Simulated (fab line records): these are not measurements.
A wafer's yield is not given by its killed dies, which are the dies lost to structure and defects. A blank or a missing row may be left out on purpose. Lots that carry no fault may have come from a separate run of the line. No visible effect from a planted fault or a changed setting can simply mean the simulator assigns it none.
fab line records | flow nand_harc
record: lots: 11 wafers: 33 last_day: 34
route steps=1302 shown A_CHANNEL_HOLE_D1@471
lots that met no fault: taken from a fault-free run of the same line
start_h: hours from the record's opening day to when the first of the lot's shown wafers began | wait_h: time in hours since the lot's previous step | " as in the row above | L1.1+2: a single row standing in for several wafers | - no value, or no start given | * or withheld: withheld | < > ~ a bound
route shown NAME@n: names a module that has steps shown in the file, with the first one's number in the route | usual: mean/standard deviation of fault-free wafers | same: alike in all rows | chamber/n: place in a boat | sites: per-site readings | _std_site: the standard deviation of these | _edge_site: outer sites' mean less inner sites' | radius_mm: for every site, how far away it sits from the centre of the wafer | mask NAME#n: copy n | behind: the most recent tool/chamber to have shaped the wafer | hold: cause of the lot's hold/its duration in hours/its outcome | device: names the non-switching transistor (n, p or np) | end of line: at the end of the route, the tests of the same wafers | for a step that has no rows: nothing shown but its recipe | killed: not the wafer's yield, but the dies lost to structure and defects at the first sort | map: a wafer's dies, x killed, . not, _ none there
set.NAME: the setting that was run; set.NAME@STEP: the one run at that earlier step | model.NAME: the simulator's own value behind a step, which no gauge read
route steps across a sampled set of lots; one table per step, one row per wafer
services: the hour from which a tool's chamber was out of use, counted from the record's first day as start_h (under 0 if before that day), plus the number of hours and why
== steps ==
step: NHARC_A_CHANNEL_HOLE_D1_ETCH_19
recipe: bias_v: 1200 source_w: 2500 pressure_mtorr: 15 time_s: 34.5 ar_flow_sccm: 375 c4f8_flow_sccm: 28.8 o2_flow_sccm: 96.2 temp_c: -20 target_depth_a: * chemistry: C4F8/O2/Ar
usual: drypump_motor_current_A: 5.5/0.6 he_backside_leak_sccm: 6.2/0.55 showerhead_plenum_p_Torr: 3.70/0.079 throttle_valve_pct: 37.038/0.0095
columns lot.wafer tool chamber start_h wait_h drypump_motor_current_A he_backside_leak_sccm rf_hours_counter_h showerhead_plenum_p_Torr throttle_valve_pct
L697.2 har_etch-02 1 195.35 0.1 4.9 5.9 - 3.81 37.033
L697.3 " 1 " " 4.9 5.8 - 3.81 37.042
L697.4 " 1 " " 4.9 5.6 - 3.82 37.039
L696.4 har_etch-02 1 210.55 0.1 4.9 5.8 - 3.81 37.039
L696.5 " 1 " " 4.9 5.8 - 3.81 37.039
L696.6 " 0 " " 6.3 6.4 - 3.81 37.037
L701.1 har_etch-01 1 228.51 0.1 5.0 6.5 115 3.65 37.035
L701.4 " 0 " " 5.9 5.9 - 3.67 37.026
L701.5 " 1 " " 5.0 6.2 - 3.65 37.027
L702.4 har_etch-02 1 238.18 0.1 4.9 5.6 - 3.80 37.033
L702.6 " 1 " " 4.9 5.6 - 3.80 37.038
L702.5 " 0 " " 6.4 6.5 - 3.80 37.038
L703.4 har_etch-01 0 258.28 0.1 5.9 5.8 - 3.66 37.030
L703.3 " 1 " " 4.9 7.0 - 3.64 37.040
L703.6 " 1 " " 4.9 6.8 - 3.64 37.037
L705.2 har_etch-01 1 265.94 0.1 5.0 6.2 137 3.63 37.044
L705.5 " 0 " " 5.9 6.0 - 3.65 37.033
L705.6 " 1 " " 4.9 6.3 - 3.63 37.054
L704.2 har_etch-02 1 268.79 2.4 4.9 5.9 341 3.79 37.048
L704.4 " 0 " " 6.4 6.5 - 3.79 37.036
L704.5 " 1 " " 4.9 5.7 - 3.79 37.040
L708.1 har_etch-01 1 299.33 0.1 4.9 6.4 156 3.62 37.052
L708.4 " 1 " " 5.0 6.7 - 3.62 37.033
L708.6 " 1 " " 5.0 6.3 - 3.62 37.030
L710.1 har_etch-01 1 331.74 1.7 5.0 6.2 171 3.61 37.042
L710.2 " 0 " " 5.9 6.0 171 3.64 37.046
L710.3 " 1 " " 5.0 6.4 - 3.61 37.036
L709.2 har_etch-02 1 332.63 1.9 4.9 5.9 371 3.77 37.038
L709.6 " 1 " " 4.9 5.9 - 3.77 37.031
L709.5 " 0 " " 6.3 6.6 - 3.77 37.046
L719.1 har_etch-01 1 409.68 0.2 5.0 6.8 229 3.58 37.033
L719.4 " 1 " " 5.0 6.8 - 3.58 37.040
L719.6 " 1 " " 5.0 7.0 - 3.58 37.029
step: NHARC_A_CHANNEL_HOLE_D1_ETCH_21
recipe: bias_v: 3000 source_w: withheld pressure_mtorr: 20 time_s: 514.3 ar_flow_sccm: 375 c4f8_flow_sccm: 89.3 o2_flow_sccm: 35.7 temp_c: -20 target_depth_a: 16000 chemistry: C4F8/O2/Ar
usual: drypump_motor_current_A: 5.5/0.6 he_backside_leak_sccm: 6.3/0.49 showerhead_plenum_p_Torr: 3.66/0.076 throttle_valve_pct: 32.154/0.0088
columns lot.wafer tool chamber start_h wait_h drypump_motor_current_A he_backside_leak_sccm rf_hours_counter_h showerhead_plenum_p_Torr throttle_valve_pct
L697.2 har_etch-02 1 196.31 0.6 4.9 5.5 - 3.77 32.140
L697.3 " 1 " " 4.9 5.5 - 3.77 32.153
L697.4 " 1 " " 4.9 5.4 - 3.77 32.155
L696.4 har_etch-02 1 211.09 0.3 4.9 5.7 - 3.76 32.150
L696.5 " 1 " " 4.9 5.7 - 3.76 32.173
L696.6 " 0 " " 6.3 6.3 - 3.77 32.156
L701.1 har_etch-01 1 228.99 0.3 4.9 6.7 115 3.61 32.146
L701.4 " 0 " " 5.9 6.0 - 3.63 32.150
L701.5 " 1 " " 4.9 6.7 - 3.61 32.148
L702.4 har_etch-02 1 238.72 0.3 4.9 6.1 - 3.75 32.136
L702.6 " 1 " " 4.9 6.0 - 3.75 32.157
L702.5 " 0 " " 6.4 6.4 - 3.76 32.144
L703.4 har_etch-01 0 258.81 0.3 5.9 5.6 - 3.62 32.153
L703.3 " 1 " " 5.0 6.1 - 3.60 32.150
L703.6 " 1 " " 5.0 6.8 - 3.60 32.163
L705.2 har_etch-01 1 266.42 0.3 5.0 6.8 138 3.59 32.156
L705.5 " 0 " " 5.9 5.9 - 3.62 32.157
L705.6 " 1 " " 4.9 6.3 - 3.60 32.167
L704.2 har_etch-02 1 269.27 0.3 4.9 6.0 341 3.74 32.144
L704.4 " 0 " " 6.4 6.6 - 3.75 32.148
L704.5 " 1 " " 4.9 6.0 - 3.74 32.163
L708.1 har_etch-01 1 299.81 0.3 5.0 6.9 157 3.59 32.157
L708.4 " 1 " " 5.0 7.1 - 3.58 32.151
L708.6 " 1 " " 5.0 7.0 - 3.58 32.155
L710.1 har_etch-01 1 332.17 0.3 5.0 7.0 172 3.58 32.168
L710.2 " 0 " " 5.9 6.1 172 3.60 32.137
L710.3 " 1 " " 4.9 6.9 - 3.58 32.165
L709.2 har_etch-02 1 333.05 0.3 4.9 6.3 372 3.72 32.140
L709.6 " 1 " " 4.9 6.4 - 3.72 32.147
L709.5 " 0 " " 6.4 7.1 - 3.73 32.153
L719.1 har_etch-01 1 410.16 0.3 5.0 6.9 229 3.55 32.157
L719.4 " 1 " " 4.9 7.1 - 3.55 32.145
L719.6 " 1 " " 4.9 7.0 - 3.55 32.158
step: NHARC_A_CHANNEL_HOLE_D1_ETCH_22
recipe: bias_v: 3000 source_w: withheld pressure_mtorr: 20 time_s: 666.7 ar_flow_sccm: 375 c4f8_flow_sccm: 89.3 o2_flow_sccm: 35.7 temp_c: -20 target_depth_a: 16000 chemistry: C4F8/O2/Ar
usual: drypump_motor_current_A: 5.5/0.6 he_backside_leak_sccm: 6.3/0.51 showerhead_plenum_p_Torr: 3.66/0.076 throttle_valve_pct: 32.156/0.008
columns lot.wafer tool chamber start_h wait_h drypump_motor_current_A he_backside_leak_sccm rf_hours_counter_h showerhead_plenum_p_Torr throttle_valve_pct
L697.2 har_etch-02 1 197.23 0.8 4.9 5.9 - 3.77 32.150
L697.3 " 1 " " 4.9 5.9 - 3.77 32.171
L697.4 " 1 " " 4.9 5.7 - 3.77 32.148
L696.4 har_etch-02 1 211.57 0.4 4.9 5.9 - 3.76 32.158
L696.5 " 1 " " 4.9 5.9 - 3.76 32.162
L696.6 " 0 " " 6.3 6.3 - 3.77 32.158
L701.1 har_etch-01 1 229.45 0.4 5.0 6.7 115 3.61 32.157
L701.4 " 0 " " 5.9 5.8 - 3.63 32.154
L701.5 " 1 " " 5.0 6.5 - 3.61 32.146
L702.4 har_etch-02 1 239.20 0.4 4.9 5.7 - 3.75 32.153
L702.6 " 1 " " 4.9 5.8 - 3.75 32.153
L702.5 " 0 " " 6.4 6.3 - 3.76 32.160
L703.4 har_etch-01 0 259.30 0.4 5.9 6.0 - 3.62 32.153
L703.3 " 1 " " 5.0 6.9 - 3.60 32.160
L703.6 " 1 " " 5.0 7.0 - 3.60 32.141
L705.2 har_etch-01 1 266.88 0.4 5.0 6.2 138 3.59 32.151
L705.5 " 0 " " 5.9 5.9 - 3.62 32.165
L705.6 " 1 " " 5.0 6.4 - 3.59 32.164
L704.2 har_etch-02 1 269.73 0.4 4.9 8.0 341 3.74 32.154
L704.4 " 0 " " 6.3 6.4 - 3.75 32.151
L704.5 " 1 " " 4.9 5.8 - 3.74 32.158
L708.1 har_etch-01 1 300.27 0.4 5.0 6.7 157 3.58 32.163
L708.4 " 1 " " 5.0 6.4 - 3.58 32.142
L708.6 " 1 " " 5.0 6.9 - 3.58 32.153
L710.1 har_etch-01 1 332.60 0.4 5.0 6.9 172 3.58 32.164
L710.2 " 0 " " 5.9 6.0 172 3.60 32.157
L710.3 " 1 " " 5.0 6.8 - 3.58 32.154
L709.2 har_etch-02 1 333.49 0.4 4.9 5.8 372 3.72 32.151
L709.6 " 1 " " 4.9 6.0 - 3.72 32.155
L709.5 " 0 " " 6.4 6.5 - 3.73 32.151
L719.1 har_etch-01 1 410.63 0.4 4.9 7.5 230 3.55 32.150
L719.4 " 1 " " 4.9 7.1 - 3.55 32.147
L719.6 " 1 " " 5.0 7.0 - 3.55 32.149
step: NHARC_A_CHANNEL_HOLE_D1_ETCH_44
recipe: target_depth_a: 1400 overetch_a: 140 time_s: 77 ion_energy_ev: 100 cf4_flow_sccm: 80 o2_flow_sccm: 20 ar_flow_sccm: 0 rf_w: 300 bias_w: 100 chemistry: CF4/O2
usual: cf4_flow_sccm: 79.98/0.26 drypump_motor_current_A: 6.0/0.34 oes_f_703_au: 1.000/0.0045 oes_o_777_au: 1.000/0.0045 oes_product_au: 1.001/0.0098 rf_vpp_V: 197.7/1.4 showerhead_plenum_p_Torr: 1.33/0.058 throttle_valve_pct: 13.397/0.0077
columns lot.wafer tool chamber start_h wait_h cf4_flow_sccm drypump_motor_current_A oes_f_703_au oes_o_777_au oes_product_au rf_hours_counter_h rf_vpp_V showerhead_plenum_p_Torr throttle_valve_pct
L697.2 rie_diel-09 0 204.18 0.1 79.93 5.8 1.003 0.998 0.990 4 197.6 1.29 13.395
L697.4 " 1 " " 80.07 6.0 0.999 1.001 1.002 4 198.9 1.39 13.394
L697.3 " 2 " " 80.03 6.5 0.996 0.994 1.001 3 198.8 1.39 13.400
L696.4 rie_diel-06 3 215.21 0.1 80.10 5.8 1.001 1.004 0.987 21 196.0 1.24 13.387
L696.6 " 3 " " 80.00 5.8 0.997 0.999 0.996 - 197.1 1.24 13.405
L696.5 " 0 " " 79.96 5.2 1.001 1.007 0.977 - 196.7 1.35 13.399
L701.4 rie_diel-09 1 233.24 0.1 79.73 6.0 0.996 0.992 1.013 6 199.9 1.39 13.402
L701.1 " 2 " " 80.05 6.5 1.006 1.004 1.006 6 200.0 1.39 13.384
L701.5 " 0 " " 80.19 5.7 0.999 0.994 1.000 - 197.8 1.29 13.410
L702.4 rie_diel-09 1 242.88 0.1 80.28 6.0 0.999 1.003 1.004 7 199.0 1.39 13.403
L702.5 " 3 " " 79.97 6.3 1.000 0.995 0.989 - 196.5 1.26 13.421
L702.6 " 0 " " 79.74 5.7 1.003 1.000 1.001 - 197.9 1.29 13.396
L703.4 rie_diel-09 3 263.10 0.2 79.93 6.3 0.998 0.998 1.014 9 195.8 1.26 13.397
L703.3 " 0 " " 79.82 5.7 1.003 0.996 1.007 9 197.7 1.29 13.373
L703.6 " 0 " " 79.90 5.7 0.996 0.998 1.004 - 197.3 1.29 13.411
L705.2 rie_diel-09 0 270.65 0.1 79.98 5.7 1.008 1.000 0.993 10 197.6 1.29 13.400
L705.6 " 2 " " 80.07 6.5 1.000 1.001 1.000 - 199.6 1.39 13.398
L705.5 " 3 " " 79.87 6.3 1.000 1.002 1.005 - 195.9 1.25 13.402
L704.2 rie_diel-06 0 273.50 0.1 80.67 5.1 1.003 1.000 1.000 42 197.5 1.35 13.405
L704.4 " 1 " " 80.15 6.0 1.001 1.004 1.000 42 199.2 1.38 13.391
L704.5 " 0 " " 80.42 5.2 0.996 0.998 0.993 - 198.5 1.35 13.401
L708.1 rie_diel-09 1 304.05 0.1 79.89 6.0 1.003 1.004 1.011 11 200.2 1.39 13.404
L708.4 " 3 " " 80.42 6.3 1.003 1.005 1.007 13 195.3 1.25 13.407
L708.6 " 2 " " 80.35 6.5 1.003 0.998 1.002 - 198.8 1.39 13.397
L710.3 rie_diel-09 3 336.47 0.1 96.20 6.3 0.935 0.810 1.011 0 196.0 1.39 14.339
L710.1 " 0 " " 96.01 5.7 0.942 0.814 0.994 0 195.7 1.43 14.348
L710.2 " 1 " " 96.11 6.0 0.938 0.810 0.987 0 198.0 1.54 14.360
L709.2 rie_diel-09 1 337.35 0.1 96.11 6.0 0.945 0.822 1.012 0 199.3 1.54 14.365
L709.6 " 3 " " 96.23 6.3 0.947 0.813 1.024 - 196.9 1.39 14.358
L709.5 " 0 " " 95.44 5.7 0.933 0.820 0.997 - 196.9 1.43 14.351
L719.1 rie_diel-09 2 414.45 0.1 80.21 6.5 0.999 1.000 0.988 7 199.6 1.39 13.389
L719.6 " 0 " " 80.08 5.8 0.995 1.005 1.000 - 197.1 1.29 13.400
L719.4 " 1 " " 79.53 6.0 0.999 1.003 0.995 - 198.4 1.39 13.402
== services ==
columns tool chamber start_h hours kind
rie_diel-09 0 176.67 - clean
rie_diel-09 1 176.67 - clean
rie_diel-09 2 176.67 - clean
rie_diel-09 3 176.67 - clean
har_etch-02 0 187.44 - consumable_replace:focus_ring
har_etch-02 0 187.44 17.0 scheduled_down
har_etch-02 0 187.44 17.0 vent_cycle
rie_diel-09 0 201.17 - clean
rie_diel-09 1 201.17 - clean
har_etch-02 - 224.44 0.6 repair
rie_diel-09 1 251.16 3.1 repair
rie_diel-06 1 276.71 102.2 repair
rie_diel-09 2 306.85 2.8 repair
rie_diel-06 - 308.34 9.0 pm
rie_diel-09 - 320.17 9.0 pm
rie_diel-09 2 339.67 7.1 repair
har_etch-02 - 377.00 17.0 pm
har_etch-02 0 377.00 17.0 vent_cycle
har_etch-02 1 377.00 17.0 vent_cycle
har_etch-02 0 394.00 - clean
har_etch-02 0 394.00 - consumable_replace:focus_ring
har_etch-02 1 394.00 - clean
har_etch-02 1 394.00 - consumable_replace:focus_ring
rie_diel-09 3 406.60 12.5 repair
== key ==
first_sign: step: NHARC_A_CHANNEL_HOLE_D1_ETCH_44 reading: throttle_valve_pct direction: up sigmas: 99+ usual: 13.397 struck: 14.353
effect: step: NHARC_A_CHANNEL_HOLE_D1_ETCH_44 reading: cf4_flow_sccm direction: up sigmas: 62 usual: 79.98 struck: 96.02
met_at NHARC_A_CHANNEL_HOLE_D1_ETCH_44
struck_lots L709,L710
tester_left_out L709,L710
not_acting_at NHARC_A_CHANNEL_HOLE_D1_ETCH_19,NHARC_A_CHANNEL_HOLE_D1_ETCH_21,NHARC_A_CHANNEL_HOLE_D1_ETCH_22
onset_between 304.05 336.47
fault: kind: process_parameter_drift tool: rie_diel-09 chamber: - onset_h: 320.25 steps: NHARC_A_CHANNEL_HOLE_D1_ETCH_44 channel: cf4_flow_sccm offset: 16 shape: step end_h: 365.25 acts_in: these_recipes_only stated: 80
tester_left_out: of these lots the tester's yield and bins aren't shown, on N5 and GAA mostly nor the transistor test; their killed dies are dies lost to structure and defects alone, not to doping, threshold or leakage, so they don't give the yield
